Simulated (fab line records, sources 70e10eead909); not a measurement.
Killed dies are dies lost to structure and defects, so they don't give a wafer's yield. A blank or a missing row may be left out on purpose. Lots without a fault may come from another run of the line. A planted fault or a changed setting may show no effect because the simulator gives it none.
Which tool did it? | flow nand_harc | 6 lots, 18 wafers sampled, at 2 steps of a route of 1159

WHAT THE GAUGES READ, wafer by wafer
NHARC_A_BONDPAD_THK_MEAS_20: measures by xrf.
lot  | measured     | on            | thk_nm (nm)
L461 | day 18 08:23 | film_metro-02 | 170.7 169.9 168.0
L464 | day 19 17:01 | film_metro-02 | 169.1 170.0 171.5
L467 | day 20 07:16 | film_metro-01 | 171.7 168.4 168.5
L469 | day 19 22:06 | film_metro-01 | 170.8 168.0 167.2
L475 | day 22 07:11 | film_metro-01 | 168.6 170.0 169.9
L480 | day 24 00:02 | film_metro-02 | 168.6 169.3 170.0

WHICH TOOL RAN EACH LOT (tool, then ch and the chambers of the sampled wafers, then the start)
lot  | NHARC_P_ZERO_WELL_EXPOSE_34
L461 | krf_scanner-01 ch 0, day 2 04:03
L464 | krf_scanner-03 ch 0, day 2 22:04
L467 | krf_scanner-02 ch 0, day 3 15:56
L469 | krf_scanner-03 ch 0, day 4 03:43
L475 | krf_scanner-02 ch 0, day 5 16:08
L480 | krf_scanner-01 ch 0, day 6 21:58
- NHARC_P_ZERO_WELL_EXPOSE_34: exposes mask P PWELL, target cd 720 nm.

THE ANSWER, worked out from the rows above alone
Rule: what is usual is taken from the lots themselves. Put in order of their means at a reading, lots are off if they are a third of the lots or fewer, leave a main group of 4 or more, and stand apart from it by a gap of 3 or more times the standard deviation of the main group's means; of several such gaps the widest counts. A main group whose means are all the same, to the digits that the tables above print for the reading, isn't used. A lot without any number at a reading at which 4 lots or more have one is off too. The other lots that the step has rows for count as sound.
No lot is off at any reading shown: from this, nothing can be told.

WHAT THE SIMULATOR HAD PUT IN
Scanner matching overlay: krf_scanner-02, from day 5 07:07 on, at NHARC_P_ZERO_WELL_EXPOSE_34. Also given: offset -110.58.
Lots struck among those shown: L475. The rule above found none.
